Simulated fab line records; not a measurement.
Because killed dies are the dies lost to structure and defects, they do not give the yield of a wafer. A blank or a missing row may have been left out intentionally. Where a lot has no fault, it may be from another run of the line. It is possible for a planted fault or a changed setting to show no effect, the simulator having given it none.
Chamber matching ; flow nand_harc ; rie_diel-05 running NHARC_A_STAIRCASE_DESCUM_186: 4 sister chambers
The step chemistry O2, time 3 s. 8 wafers are shown with their chamber, then 12 later ones without.

== EACH WAFER AND ITS CHAMBER ==
wafer;chamber;drypump_motor_current_A (A);oes_product_au (a.u.)
L086.1;3;6.5;1.007
L086.6;0;4.8;1.001
L090.1;0;4.8;1.002
L090.3;1;5.7;0.998
L090.6;2;6.2;0.969
L092.1;2;6.1;0.971
L092.3;3;6.5;1.002
L092.4;1;5.7;1.014

== WAFERS WITH NO CHAMBER GIVEN ==
wafer;drypump_motor_current_A (A);oes_product_au (a.u.)
L096.2;6.5;0.995
L096.4;6.2;0.975
L096.5;6.1;0.965
L096.1;5.7;1.024
L096.3;4.8;1.014
L096.6;6.5;1.003
L097.2;6.5;0.992
L097.4;4.8;1.010
L097.6;5.7;1.006
L094.1;6.1;0.986
L094.4;6.5;1.006
L094.6;6.5;1.016

== EACH ONE'S CHAMBER ==
wafer;from the rows above;in truth
L096.2;3;3
L096.4;2;2
L096.5;2;2
L096.1;1;1
L096.3;0;0
L096.6;3;3
L097.2;3;3
L097.4;0;0
L097.6;1;1
L094.1;2;2
L094.4;3;3
L094.6;3;3
Correct placement for 12 of the 12. Not placeable from these rows: 0. Wrongly placed: 0.
How it was worked out, from the rows above alone: a wafer's distance from a chamber is the root of the sum, over the readings, of the square of ((its reading less the chamber's mean) divided by the reading's scatter). If the next closest chamber is less than 2 further off than the closest, the wafer can't be placed; otherwise it belongs to the closest. The mean given for a chamber averages the wafers shown for that chamber. The scatter: take each reading less its chamber's mean, square it, sum over the shown wafers, divide by the number of wafers less the number of chambers, and take the root.
